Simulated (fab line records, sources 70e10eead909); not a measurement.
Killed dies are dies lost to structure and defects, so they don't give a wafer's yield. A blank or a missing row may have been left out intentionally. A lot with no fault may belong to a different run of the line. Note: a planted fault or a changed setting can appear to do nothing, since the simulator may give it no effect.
Matching of chambers | flow nandHarc | NHARC_A_CONTACT_ETCH_102 on rieDiel-09 has 4 sister chambers
The step etches the open film in CF4/O2, target depth 100 nm, overetch 10 nm, time 55 s. 4 wafers are shown with their chamber, then 12 later ones without.

== WAFERS WITH THEIR CHAMBER ==
wafer  | chamber | drypumpMotorCurrentA (A)
L085.3 | 2       | 5.1
L087.2 | 1       | 6.5
L087.4 | 0       | 6.4
L087.6 | 3       | 5.4

== WAFERS WHOSE CHAMBER IS MISSING ==
wafer  | drypumpMotorCurrentA (A)
L088.2 | 5.4
L088.5 | 6.4
L088.6 | 5.5
L091.2 | 6.3
L091.3 | 5.1
L091.5 | 6.3
L093.4 | 6.4
L093.5 | 5.4
L093.6 | 5.1
L097.1 | 5.1
L097.2 | 5.4
L097.5 | 6.5

== CHAMBER TAKEN BY EACH ==
wafer  | from the rows above     | in truth
L088.2 | 3                       | 3
L088.5 | can't be placed: 0 or 1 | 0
L088.6 | 3                       | 3
L091.2 | can't be placed: 0 or 1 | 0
L091.3 | 2                       | 2
L091.5 | can't be placed: 0 or 1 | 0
L093.4 | can't be placed: 0 or 1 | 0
L093.5 | 3                       | 3
L093.6 | 2                       | 2
L097.1 | 2                       | 2
L097.2 | 3                       | 3
L097.5 | can't be placed: 1 or 0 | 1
Correctly placed: 7 of 12. Unplaceable from these rows: 5, with the true chamber sitting among the candidates in 5. Placed wrongly: 0.
How it was worked out, from the rows above alone: a wafer's distance from a chamber is the root of the sum, over the readings, of the square of ((its reading less the chamber's mean) divided by the reading's scatter). The wafer belongs to the nearest chamber; if the next one is less than 2 further off, it can't be placed. The mean given for a chamber averages the wafers shown for that chamber. The scatter (one wafer shown for each chamber): square how far every hidden wafer sits from the nearest shown wafer, average those squares and take the square root.
